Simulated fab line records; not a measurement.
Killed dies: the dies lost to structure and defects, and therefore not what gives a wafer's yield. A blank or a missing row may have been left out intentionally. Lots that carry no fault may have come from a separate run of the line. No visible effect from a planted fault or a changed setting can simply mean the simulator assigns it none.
fab line records    flow nandHarc
[record] lots = 11  wafers = 33  lastDay = 24
route steps=1159 shown A_CONTACT@860 END@1159
lots that met no fault: from a run of the same line without faults
startH: hours from the record's opening day to when the first of the lot's shown wafers began    waitH: hours since the lot's step before    " as in the row above    L1.1+2: several wafers, shown together as one row    - no value, or no start was given    * or withheld: withheld    < > ~ a bound
route shown NAME@n: NAME is a module with steps in the file, n the number in the route of the first one    usual: mean and standard deviation over wafers with no fault    same: alike in all rows    chamber/n: place in a boat    sites: per-site readings    _std_site: the values' standard deviation    _edge_site: outer sites' mean less inner sites'    radiusMm: how far each site lies from the wafer's centre    mask NAME#n: copy n    behind: tool/chamber where the wafer was last shaped    hold: cause of the lot's hold/its duration in hours/its outcome    device: whichever transistor did not switch (one of n, p or np)    end of line: the same wafers' tests at the end of the route    step lacking rows: just its recipe    killed: dies that structure and defects cost at the first sort, which is not the same as the wafer's yield    map: a wafer's dies, x killed, . not, _ none there
set.NAME: the setting as run; set.NAME@STEP: as run at that earlier step    model.NAME: the simulator's own value behind a step, which no gauge read
the route's steps for a sample of lots (tables are steps, rows are wafers)
services: the hour from which a tool's chamber was out of use, counted from the record's first day as startH (under 0 if before that day), plus the number of hours and why
[[steps]]
[step NHARC_A_CONTACT_ETCH_50]
[recipe] targetDepthA = 847  timeS = 42.4  cf4FlowSccm = 100  chf3FlowSccm = 30  arFlowSccm = 0  rfW = 500  biasW = 200  chemistry = CF4/CHF3
[usual] cf4FlowSccm = 100.0/0.31  chamberPressureMTorr = 25.001/0.022  drypumpMotorCurrentA = 5.6/0.37  mfcArSccm = 0.003/0.0065  oesProductAu = 0.946/0.018  rfVppV = 370.7/3  showerheadPlenumPTorr = 1.58/0.087  throttleValvePct = 16.802/0.0082
lot.wafer  tool        chamber  startH  waitH  cf4FlowSccm  chamberPressureMTorr  drypumpMotorCurrentA  mfcArSccm  oesProductAu  rfHoursCounterH  rfVppV  showerheadPlenumPTorr  throttleValvePct
L447.1     rieDiel-13  1        -       -      100.1        25.003                6.3                   0          0.926         33               368.1   1.49                   16.807
L447.2     "           0        "       "      99.8         24.993                5.5                   0          0.940         30               369.4   1.56                   16.804
L447.5     "           2        "       "      99.8         24.994                5.7                   0          0.934         -                374.0   1.69                   16.805
L451.3     rieDiel-13  2        -       -      99.7         24.967                5.6                   0          0.936         35               374.2   1.69                   16.803
L451.1     "           3        "       "      100.2        24.993                5.4                   0.022      0.918         34               368.7   1.54                   16.788
L451.5     "           1        "       "      100.0        25.063                6.3                   0          0.919         -                367.8   1.49                   16.806
L452.2     rieDiel-13  0        -       -      99.2         24.997                5.5                   0          0.943         37               370.4   1.56                   16.801
L452.6     "           3        "       "      100.2        25.014                5.4                   0.022      0.933         -                369.7   1.54                   16.807
L452.5     "           0        "       "      99.6         25.034                5.5                   0          0.936         -                370.8   1.56                   16.804
L453.4     rieDiel-13  3        -       -      99.6         25.017                5.4                   0.022      0.922         40               368.9   1.53                   16.801
L453.3     "           0        "       "      100.5        24.974                5.5                   0          0.928         39               369.7   1.56                   16.795
L453.5     "           3        "       "      99.6         24.977                5.4                   0.022      0.919         -                369.4   1.54                   16.805
L455.1     rieDiel-01  1        -       -      99.7         25.001                5.8                   0          0.936         35               368.7   1.50                   16.792
L455.6     "           1        "       "      99.8         24.983                5.8                   0          0.929         -                368.9   1.50                   16.803
L455.5     "           2        "       "      99.7         24.975                6.3                   0          0.924         -                372.1   1.61                   16.805
L459.2     rieDiel-13  2        -       -      99.6         24.988                5.6                   0          0.939         60               375.4   1.68                   16.802
L459.1     "           3        "       "      100.4        25.001                5.4                   0.022      0.923         61               370.8   1.53                   16.792
L459.3     "           0        "       "      100.2        25.000                5.4                   0          0.934         60               369.8   1.55                   16.810
L458.4     rieDiel-07  1        -       -      99.4         25.029                5.7                   0          0.955         5                371.1   1.60                   16.809
L458.5     "           3        "       "      99.9         25.010                6.1                   0.006      0.959         -                367.4   1.46                   16.818
L458.6     "           0        "       "      99.3         24.975                5.0                   0          0.962         -                371.3   1.66                   16.807
L460.4     rieDiel-07  1        -       -      99.7         25.036                5.7                   0          0.953         9                371.5   1.60                   16.800
L460.1     "           2        "       "      100.1        25.042                5.5                   0          0.949         9                374.4   1.70                   16.797
L460.6     "           0        "       "      99.8         25.018                5.0                   0          0.959         -                373.1   1.66                   16.799
L469.4     rieDiel-13  0        -       -      100.4        25.010                5.4                   0          0.933         15               369.0   1.55                   16.802
L469.2     "           1        "       "      100.2        24.992                6.3                   0          0.931         16               367.4   1.48                   16.810
L469.3     "           2        "       "      100.1        25.014                5.6                   0          0.957         15               373.1   1.68                   16.806
L467.4     rieDiel-07  3        -       -      99.8         25.003                6.1                   0.006      0.972         20               365.8   1.46                   16.797
L467.3     "           0        "       "      100.3        24.943                5.0                   0          0.982         19               372.3   1.66                   16.809
L467.6     "           0        "       "      100.5        25.014                5.0                   0          0.979         -                373.2   1.66                   16.797
L470.1     rieDiel-07  3        -       -      100.0        24.972                6.1                   0.006      0.967         20               367.7   1.46                   16.806
L470.4     "           0        "       "      100.2        25.006                5.0                   0          0.945         20               375.1   1.65                   16.805
L470.5     "           2        "       "      99.8         24.974                5.5                   0          0.940         -                374.3   1.70                   16.795
[step NHARC_A_CONTACT_ETCH_120]
[recipe] sourceW = withheld  pressureMtorr = 20  biasV = 3000  timeS = 94  targetDepthA = 9220  arFlowSccm = withheld  c4f8FlowSccm = withheld  o2FlowSccm = withheld  chemistry = C4F8/O2/Ar
[usual] chamberPressureMTorr = 20.001/0.018
lot.wafer  tool           chamber  startH  waitH  chamberPressureMTorr  rfHoursCounterH
L447.2     harCapEtch-01  0        373.00  0.1    19.948                57
L447.1     "              1        "       "      20.002                57
L447.5     "              1        "       "      19.986                -
L451.1     harCapEtch-02  0        384.90  0.1    20.005                11
L451.3     "              0        "       "      20.016                -
L451.5     "              1        "       "      19.973                -
L452.2     harCapEtch-03  0        388.50  0.1    19.991                85
L452.6     "              1        "       "      20.013                -
L452.5     "              0        "       "      19.983                -
L453.4     harCapEtch-02  1        393.31  0.1    20.009                -
L453.3     "              0        "       "      20.018                -
L453.5     "              1        "       "      20.017                -
L455.1     harCapEtch-01  0        420.48  0.1    19.975                64
L455.5     "              1        "       "      19.995                -
L455.6     "              0        "       "      20.001                -
L459.1     harCapEtch-01  0        447.76  0.1    20.031                68
L459.2     "              1        "       "      19.965                68
L459.3     "              0        "       "      19.987                -
L458.4     harCapEtch-03  0        451.26  0.1    20.009                -
L458.6     "              1        "       "      19.996                -
L458.5     "              0        "       "      20.020                -
L460.1     harCapEtch-01  1        463.41  0.1    20.013                72
L460.4     "              1        "       "      19.993                -
L460.6     "              1        "       "      20.001                -
L469.2     harCapEtch-02  0        501.84  0.1    20.011                31
L469.3     "              0        "       "      19.982                -
L469.4     "              1        "       "      19.995                -
L467.4     harCapEtch-03  1        511.11  0.1    19.992                -
L467.3     "              0        "       "      19.994                -
L467.6     "              0        "       "      19.988                -
L470.1     harCapEtch-02  1        513.02  0.1    20.021                33
L470.4     "              1        "       "      20.016                -
L470.5     "              1        "       "      19.985                -
[step NHARC_A_CONTACT_ETCH_121]
[recipe] sourceW = withheld  pressureMtorr = 20  biasV = 3000  timeS = 94  targetDepthA = 9220  arFlowSccm = withheld  c4f8FlowSccm = withheld  o2FlowSccm = withheld  chemistry = C4F8/O2/Ar
[usual] chamberPressureMTorr = 20.000/0.018
lot.wafer  tool           chamber  startH  waitH  chamberPressureMTorr  rfHoursCounterH
L447.2     harCapEtch-01  0        373.09  0.1    20.021                58
L447.1     "              1        "       "      19.974                58
L447.5     "              1        "       "      20.000                -
L451.1     harCapEtch-02  0        384.99  0.1    20.011                11
L451.3     "              0        "       "      20.021                -
L451.5     "              1        "       "      19.988                -
L452.2     harCapEtch-03  0        388.59  0.1    20.036                85
L452.6     "              1        "       "      20.024                -
L452.5     "              0        "       "      20.026                -
L453.4     harCapEtch-02  1        393.43  0.1    20.008                -
L453.3     "              0        "       "      19.985                -
L453.5     "              1        "       "      19.987                -
L455.1     harCapEtch-01  0        420.57  0.1    20.010                64
L455.5     "              1        "       "      20.041                -
L455.6     "              0        "       "      20.017                -
L459.1     harCapEtch-01  0        447.85  0.1    20.003                68
L459.2     "              1        "       "      19.997                68
L459.3     "              0        "       "      19.989                -
L458.4     harCapEtch-03  0        451.38  0.1    19.976                -
L458.6     "              1        "       "      19.982                -
L458.5     "              0        "       "      19.981                -
L460.1     harCapEtch-01  1        463.50  0.1    19.978                72
L460.4     "              1        "       "      20.013                -
L460.6     "              1        "       "      19.965                -
L469.2     harCapEtch-02  0        501.93  0.1    20.004                31
L469.3     "              0        "       "      19.982                -
L469.4     "              1        "       "      20.008                -
L467.4     harCapEtch-03  1        511.20  0.1    20.011                -
L467.3     "              0        "       "      19.981                -
L467.6     "              0        "       "      19.992                -
L470.1     harCapEtch-02  1        513.11  0.1    19.993                33
L470.4     "              1        "       "      20.000                -
L470.5     "              1        "       "      20.030                -
[step NHARC_A_CONTACT_STRIP_55]
[recipe] o2FlowSccm = 500  arFlowSccm = 0  biasW = 0  chemistry = O2
[usual] biasW = 0/0  chamberPressureMTorr = 60.00/0.057  drypumpMotorCurrentA = 5.7/0.36  mfcArSccm = 0.004/0.0073  o2FlowSccm = 500.0/1.5  oesProductAu = 1.004/0.008  rfVppV = 57.7/1  showerheadPlenumPTorr = 3.52/0.19  throttleValvePct = 17.037/0.0096
lot.wafer  tool        chamber  startH  waitH  biasW  chamberPressureMTorr  drypumpMotorCurrentA  mfcArSccm  o2FlowSccm  oesProductAu  rfHoursCounterH  rfVppV  showerheadPlenumPTorr  throttleValvePct
L447.2     rieDiel-01  0        374.48  -      0      60.05                 5.5                   0.008      498.7       1.006         17               58.2    3.34                   17.021
L447.1     "           1        "       "      0      59.97                 5.8                   0          502.3       1.012         17               56.4    3.37                   17.037
L447.5     "           3        "       "      0      60.02                 5.5                   0.023      499.1       0.998         -                58.1    3.54                   17.042
L451.1     rieDiel-07  3        386.41  -      0      59.95                 6.1                   0.006      501.6       1.009         30               57.6    3.28                   17.030
L451.3     "           2        "       "      0      59.93                 5.5                   0          499.4       1.011         32               57.0    3.27                   17.034
L451.5     "           1        "       "      0      59.96                 5.7                   0          498.6       0.999         -                59.0    3.60                   17.031
L452.2     rieDiel-13  1        390.28  -      0      60.00                 6.3                   0          501.0       0.998         39               58.4    3.34                   17.038
L452.5     "           2        "       "      0      59.98                 5.6                   0          499.3       1.008         -                56.5    3.79                   17.031
L452.6     "           3        "       "      0      60.08                 5.5                   0.022      499.8       0.995         -                58.5    3.44                   17.039
L453.4     rieDiel-07  0        394.95  -      0      60.03                 5.1                   0          499.9       1.003         30               57.5    3.72                   17.041
L453.3     "           1        "       "      0      60.00                 5.7                   0          499.3       0.990         34               59.2    3.60                   17.043
L453.5     "           0        "       "      0      59.86                 5.0                   0          498.4       1.004         -                57.8    3.72                   17.010
L455.1     rieDiel-13  1        421.97  -      0      60.02                 6.3                   0          499.0       1.007         53               58.0    3.33                   17.037
L455.6     "           3        "       "      0      60.06                 5.4                   0.022      499.2       1.008         -                58.4    3.44                   17.039
L455.5     "           0        "       "      0      60.06                 5.5                   0          497.9       1.004         -                59.2    3.49                   17.018
L459.2     rieDiel-07  1        449.82  -      -      -                     -                     -          -           -             -                -       -                      -
L459.1     "           2        "       "      -      -                     -                     -          -           -             -                -       -                      -
L459.3     "           3        "       "      -      -                     -                     -          -           -             -                -       -                      -
L458.4     rieDiel-13  2        453.01  -      -      -                     -                     -          -           -             -                -       -                      -
L458.6     "           1        "       "      -      -                     -                     -          -           -             -                -       -                      -
L458.5     "           2        "       "      -      -                     -                     -          -           -             -                -       -                      -
L460.1     rieDiel-07  0        464.91  -      0      59.94                 5.1                   0          500.7       0.992         11               57.5    3.71                   17.047
L460.4     "           3        "       "      0      59.97                 6.1                   0.006      498.5       1.006         11               58.6    3.27                   17.047
L460.6     "           0        "       "      0      59.97                 5.1                   0          501.2       1.008         -                58.9    3.71                   17.028
L469.4     rieDiel-13  1        503.33  -      0      60.07                 6.3                   0          500.3       1.015         16               57.2    3.32                   17.040
L469.2     "           3        "       "      0      59.89                 5.4                   0.022      501.1       0.986         15               55.2    3.42                   17.043
L469.3     "           0        "       "      0      59.99                 5.5                   0          502.0       1.003         16               58.8    3.47                   17.044
L467.4     rieDiel-01  3        513.04  -      0      60.01                 5.6                   0.023      501.0       1.010         5                57.8    3.51                   17.036
L467.3     "           0        "       "      0      60.03                 5.4                   0.008      501.0       0.996         5                56.4    3.31                   17.043
L467.6     "           2        "       "      0      60.02                 6.3                   0          498.6       0.995         -                57.8    3.59                   17.047
L470.4     rieDiel-13  3        514.74  -      0      59.95                 5.4                   0.022      498.7       1.000         19               56.9    3.42                   17.052
L470.1     "           1        "       "      0      60.04                 6.3                   0          499.8       1.003         21               56.3    3.31                   17.021
L470.5     "           3        "       "      0      59.98                 5.5                   0.022      498.1       0.990         -                58.6    3.42                   17.043
[step NHARC_END_SORT_01]
[recipe] tempC = 25
[usual] killedAtArray = 26/8.6  killedAtOther = 0.7/0.97  killedAtPeriphery = 3.2/2.2  killedDies = 30/8.9  killedOpen = 3.1/1.8  killedShort = 2.2/1.8
[same] grossDies = 677
lot.wafer  tool       chamber  startH  waitH  killedAtArray  killedAtOther  killedAtPeriphery  killedDies  killedOpen  killedShort
L459.1     prober-01  0        512.19  2.5    674            1              2                  677         5           1
L459.2     prober-01  0        513.00  2.8    673            1              3                  677         1           2
L459.3     prober-01  0        513.81  3.1    669            1              7                  677         3           4
L458.4     prober-02  0        522.30  3.4    675            0              2                  677         4           0
L458.5     prober-02  0        523.12  3.7    673            1              3                  677         3           0
L458.6     prober-02  0        523.93  4.1    671            1              5                  677         1           1
// killed by level:class
L459.1 A_CONTACT:areaStrip=643 A_SLIT:chamberFilmFlake=13 A_CONTACT:chamberFilmFlake=6 A_STAIRCASE:chamberFilmFlake=4 P_ZERO_WELL:chamberFilmFlake=2 A_CHANNEL_HOLE_D1:chamberFilmFlake=2 A_SGD_CUT:geometricParticle:open=1 A_WL_FILL:geometricParticle:open=1
L459.2 A_CONTACT:areaStrip=640 A_SLIT:chamberFilmFlake=21 A_STAIRCASE:chamberFilmFlake=6 A_CHANNEL_HOLE_D1:chamberFilmFlake=2 A_CONTACT:chamberFilmFlake=2 P_M0:geometricParticle:short=1 P_M0:geometricParticle:open=1 A_CHANNEL_HOLE_D1:geometricParticle:short=1
L459.3 A_CONTACT:areaStrip=641 A_SLIT:chamberFilmFlake=12 A_STAIRCASE:chamberFilmFlake=6 A_CHANNEL_HOLE_D1:chamberFilmFlake=4 P_ZERO_WELL:chamberFilmFlake=3 A_CHANNEL_FILL_D1:geometricParticle:short=2 P_STI:geometricParticle:short=1 P_STI:geometricParticle:open=1
L458.4 A_CONTACT:areaStrip=653 A_CHANNEL_HOLE_D1:chamberFilmFlake=15 A_STAIRCASE:chamberFilmFlake=3 A_CHANNEL_HOLE_D1:geometricParticle:open=2 P_STI:geometricParticle:open=1 A_CONTACT:geometricParticle:open=1 P_GATE:chamberFilmFlake=1 A_WL_FILL:chamberFilmFlake=1
L458.5 A_CONTACT:areaStrip=651 A_CHANNEL_HOLE_D1:chamberFilmFlake=14 A_CONTACT:chamberFilmFlake=4 A_STAIRCASE:chamberFilmFlake=3 P_GATE:geometricParticle:open=1 P_CONTACT:geometricParticle:open=1 A_CHANNEL_HOLE_D1:geometricParticle:open=1 P_ZERO_WELL:chamberFilmFlake=1
L458.6 A_CONTACT:areaStrip=645 A_CHANNEL_HOLE_D1:chamberFilmFlake=15 A_STAIRCASE:chamberFilmFlake=4 A_CONTACT:chamberFilmFlake=4 P_M1:chamberFilmFlake=3 A_SGD_CUT:geometricParticle:short=1 A_CONTACT:geometricParticle:open=1 P_STI:chamberFilmFlake=1
[[services]]
tool           chamber  startH  hours  kind
rieDiel-13     0        358.60  -      clean
rieDiel-13     1        358.60  -      clean
rieDiel-13     2        358.60  -      clean
rieDiel-13     3        358.60  -      clean
harCapEtch-01  -        364.05  0.2    repair
rieDiel-07     0        380.10  8.9    repair
rieDiel-13     0        383.16  -      clean
rieDiel-13     1        383.16  -      clean
rieDiel-13     2        383.16  -      clean
rieDiel-13     3        383.16  -      clean
rieDiel-13     0        407.70  -      clean
rieDiel-13     1        407.70  -      clean
rieDiel-13     2        407.70  -      clean
rieDiel-13     3        407.70  -      clean
rieDiel-13     0        432.46  -      clean
rieDiel-13     1        432.46  -      clean
rieDiel-13     2        432.46  -      clean
rieDiel-13     3        432.46  -      clean
rieDiel-01     1        434.38  29.7   repair
rieDiel-01     0        443.72  6.3    repair
rieDiel-13     -        453.14  9.0    pm
rieDiel-13     0        453.14  11.2   ventCycle
rieDiel-13     1        453.14  9.0    ventCycle
rieDiel-01     -        491.87  9.0    pm
[[key]]
[firstSign] step = NHARC_A_CONTACT_STRIP_55  reading = toolRecord  direction = missing
[effect] step = NHARC_END_SORT_01  reading = killedAtArray  direction = up  sigmas = 75  usual = 26  struck = 672
[moreKillsBornAt] NHARC_A_CONTACT_STRIP_55@rieDiel-13 = 1949  NHARC_A_CONTACT_STRIP_55@rieDiel-07 = 1924
metAt NHARC_A_CONTACT_STRIP_55
struckLots L458,L459
laterRowsLeftOut L458.4,L458.5,L458.6,L459.1,L459.2,L459.3
testerLeftOut L458,L459
notActingAt NHARC_A_CONTACT_ETCH_50,NHARC_A_CONTACT_ETCH_120,NHARC_A_CONTACT_ETCH_121
onsetBetween 421.97 449.82
[fault] kind = skippedStepWhole  tool = rieDiel-07,rieDiel-13  chamber = -  onsetH = 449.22  steps = NHARC_A_CONTACT_STRIP_55  scope = struckLotsOnly
// testerLeftOut: of these lots the tester's yield and bins aren't shown, on N5 and GAA mostly nor the transistor test; their killed dies are dies lost to structure and defects alone, not to doping, threshold or leakage, so they don't give the yield
// laterRowsLeftOut: the simulator's readings of these wafers behind a module that went badly wrong aren't trusted and aren't shown, but for the sort
